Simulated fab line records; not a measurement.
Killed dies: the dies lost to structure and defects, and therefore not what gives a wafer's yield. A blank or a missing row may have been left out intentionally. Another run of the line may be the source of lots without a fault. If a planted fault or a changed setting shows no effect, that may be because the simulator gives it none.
Split-lot study	flow n5 finfet	7 lots, 21 wafers read, on a route of 1938 steps

THE SPLIT
At N5_BEOL_M11_COAT_59 (time 60 s, resist thk 100 nm), the setting spin rpm was moved away from the recipe's 1500 rpm on 7 of the 21 wafers read, by -9.7% to +9.1%. This setting was run at the recipe's value on the other wafers.

FROM THE SPLIT TO THE READING: what the file shows between them, 7 steps
- N5_BEOL_M11_COAT_60: time 60 s, resist thk 30 nm
- N5_BEOL_M11_COAT_05: resist thk 90 nm
- N5_BEOL_M11_DESCUM_16: chemistry O2, time 7.9 s
- N5_BEOL_M11_ETCH_61: etches SiARC in CF4, target depth 39 nm, time 65 s
- N5_BEOL_M11_ETCH_62: etches SOC in N2/H2, target depth 110 nm, overetch 22 nm, time 165 s
- N5_BEOL_M11_STRIP_68: strips in N2/H2
- N5_BEOL_M11_STRIP_67: strips in CF4

THE READING
SOC_of_BEOL_M11_COAT_59.thk nm (the simulator's own value, which no gauge read), in nm, at N5_BEOL_M11_HM_OPEN_17 (chemistry Cl2/BCl3, target TiN, target depth 20 nm, overetch 6 nm). No usual value for it is given in the file. Average 92.0 nm, standard deviation 0.28 nm, over the 14 wafers here run with the recipe.

wafer	tool, chamber at the split	spin rpm as run, rpm	against the recipe	SOC_of_BEOL_M11_COAT_59.thk nm, nm	against lot-mates on the recipe
L075.1	litho track-04, 0	1500	recipe	92.4	-
L075.3	litho track-04, 0	1500	recipe	92.4	-
L075.4	litho track-04, 0	1500	recipe	92.4	-
L078.1	litho track-01, 0	1354	-9.7%	97.4	+5.3
L078.2	litho track-01, 0	1500	recipe	92	-
L078.6	litho track-01, 0	1500	recipe	92.2	-
L085.1	litho track-03, 0	1357	-9.5%	96.4	+5.0
L085.5	litho track-03, 0	1357	-9.5%	96.4	+5.0
L085.6	litho track-03, 0	1500	recipe	91.4	-
L087.3	litho track-04, 0	1500	recipe	92	-
L087.6	litho track-04, 0	1500	recipe	92	-
L087.4	litho track-04, 0	1500	recipe	92.4	-
L093.3	litho track-01, 0	1636	+9.1%	87.2	-4.8
L093.4	litho track-01, 0	1636	+9.1%	87.6	-4.4
L093.6	litho track-01, 0	1500	recipe	92	-
L097.3	litho track-03, 0	1384	-7.7%	96	+4.0
L097.5	litho track-03, 0	1384	-7.7%	96.4	+4.4
L097.6	litho track-03, 0	1500	recipe	92	-
L092.1	litho track-04, 0	1500	recipe	91.8	-
L092.3	litho track-04, 0	1500	recipe	91.8	-
L092.6	litho track-04, 0	1500	recipe	91.8	-

THE FIT
A straight line over all 21 wafers: SOC_of_BEOL_M11_COAT_59.thk nm changes by -0.506 nm for each +1% of spin rpm; r = -0.99; the points scatter about the line by 0.33 nm.
The same after taking each lot's own level away (the mean of its wafers on the recipe; 21 wafers): -0.525 nm for each +1%; r = -1.00; scatter 0.14 nm.
On that fit, the largest move of spin rpm shifts the reading by 5.1 nm.
From 91.40 to 92.40 nm: that is the span of the lots' own levels, equal to 3.5 times the standard deviation above.
The two slopes are in agreement: the lot-to-lot level therefore moves the slope only a little.
Check: with one of the wafers moved furthest among these (-9.7%) left out of the fit, the line predicts +5.11 nm for it against its lot-mates. It came out at +5.3 nm against them.

THE WHOLE CHAIN: every reading that the file lists as answering this split, in the file's order
step	what it does	reading	change (the file's fit)	r (the file's)
N5_BEOL_M11_COAT_59	time 60 s, resist thk 100 nm	SOC_of_BEOL_M11_COAT_59.thk nm (the simulator's own value, which no gauge read)	-0.523 nm for each +1% of the setting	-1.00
N5_BEOL_M11_ETCH_62	etches SOC in N2/H2, target depth 110 nm, overetch 22 nm, time 165 s	etch.depth nm (the simulator's own value, which no gauge read)	-0.524 nm for each +1% of the setting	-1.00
N5_BEOL_M11_HM_OPEN_17	chemistry Cl2/BCl3, target TiN, target depth 20 nm, overetch 6 nm	SOC_of_BEOL_M11_COAT_59.thk nm (the simulator's own value, which no gauge read)	-0.529 nm for each +1% of the setting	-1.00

THE FILE'S OWN FIT
SOC_of_BEOL_M11_COAT_59.thk nm changes by -0.529 nm for each +1% of spin rpm, r = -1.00.
